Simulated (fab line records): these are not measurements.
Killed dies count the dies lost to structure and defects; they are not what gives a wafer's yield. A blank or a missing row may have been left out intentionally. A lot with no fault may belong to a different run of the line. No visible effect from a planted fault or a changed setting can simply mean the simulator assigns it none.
Chamber matching    flow n5_finfet    N5_SD_EPI_N_ETCH_34 on rie_diel-04: 4 sister chambers
The step etches SiARC in CF4, target depth 45.5 nm, time 75.8 s. 27 wafers are shown with their chamber, then 12 later ones without.

WAFERS WITH THEIR CHAMBER
wafer   chamber  drypump_motor_current_A (A)  throttle_valve_pct (%)  etch_rf_on_time_s (s)
L076.1  1        5.2                          15.9                    73.0
L076.2  2        5.0                          15.1                    76.4
L076.3  0        5.9                          15.9                    77.6
L079.2  3        5.6                          15.8                    72.7
L079.3  1        5.1                          15.9                    73.9
L079.4  2        5.0                          15.1                    75.8
L080.2  0        5.9                          16.0                    76.6
L080.3  2        4.9                          15.1                    75.2
L080.4  3        5.6                          15.8                    71.3
L082.1  3        5.6                          15.9                    71.7
L082.3  2        5.0                          15.1                    74.7
L082.4  1        5.1                          15.9                    74.2
L085.1  3        5.6                          15.9                    70.3
L085.2  2        5.0                          15.1                    74.5
L085.6  3        5.6                          15.9                    70.8
L086.3  1        5.2                          15.3                    76.4
L086.4  3        5.6                          15.9                    71.3
L086.5  1        5.2                          15.3                    75.8
L087.3  2        5.0                          15.1                    75.5
L087.4  3        5.6                          15.9                    71.6
L087.5  2        4.9                          15.1                    75.8
L088.1  1        5.2                          15.3                    75.8
L088.2  3        5.6                          15.9                    71.3
L088.5  1        5.2                          15.3                    76.4
L089.2  2        5.0                          15.1                    75.0
L089.5  1        5.2                          15.4                    75.4
L089.6  0        5.8                          16.0                    77.2

SIGNATURES (averages over the wafers above)
reading                  chamber 0  chamber 1  chamber 2  chamber 3  scatter within a chamber
drypump_motor_current_A  5.867      5.175      4.975      5.600      0.0399
throttle_valve_pct       15.967     15.538     15.100     15.875     0.169
etch_rf_on_time_s        77.133     75.112     75.362     71.375     0.881
Rule: for each reading, subtract the chamber's mean from the wafer's reading, divide by that reading's scatter and square the result; add these up over the readings and take the root, which gives the wafer's distance from the chamber. If the next closest chamber is less than 2 further off than the closest, the wafer can't be placed; otherwise it belongs to the closest. The scatter is the square root of a quotient: the sum, over the shown wafers, of each reading's squared deviation from its chamber's mean, divided by wafers minus chambers.

WAFERS MISSING THEIR CHAMBER
wafer   drypump_motor_current_A (A)  throttle_valve_pct (%)  etch_rf_on_time_s (s)
L090.4  5.6                          15.9                    71.7
L090.5  5.6                          15.9                    71.1
L090.6  4.9                          15.2                    74.8
L092.1  5.2                          15.4                    74.9
L092.2  5.8                          16.0                    77.6
L092.5  5.2                          15.4                    74.8
L093.1  5.6                          15.9                    72.2
L093.4  5.0                          15.2                    74.7
L093.5  5.2                          15.4                    75.5
L097.2  5.2                          15.4                    74.9
L097.4  5.0                          15.2                    75.3
L097.5  5.9                          15.5                    76.1

THE CHAMBER EACH PASSED THROUGH
wafer   from the rows above  in truth
L090.4  3                    3
L090.5  3                    3
L090.6  2                    2
L092.1  1                    1
L092.2  0                    0
L092.5  1                    1
L093.1  3                    3
L093.4  2                    2
L093.5  1                    1
L097.2  1                    1
L097.4  2                    2
L097.5  0                    0
Placed correctly: 12 of 12. From these rows, 0 cannot be placed. Placed wrongly: 0.
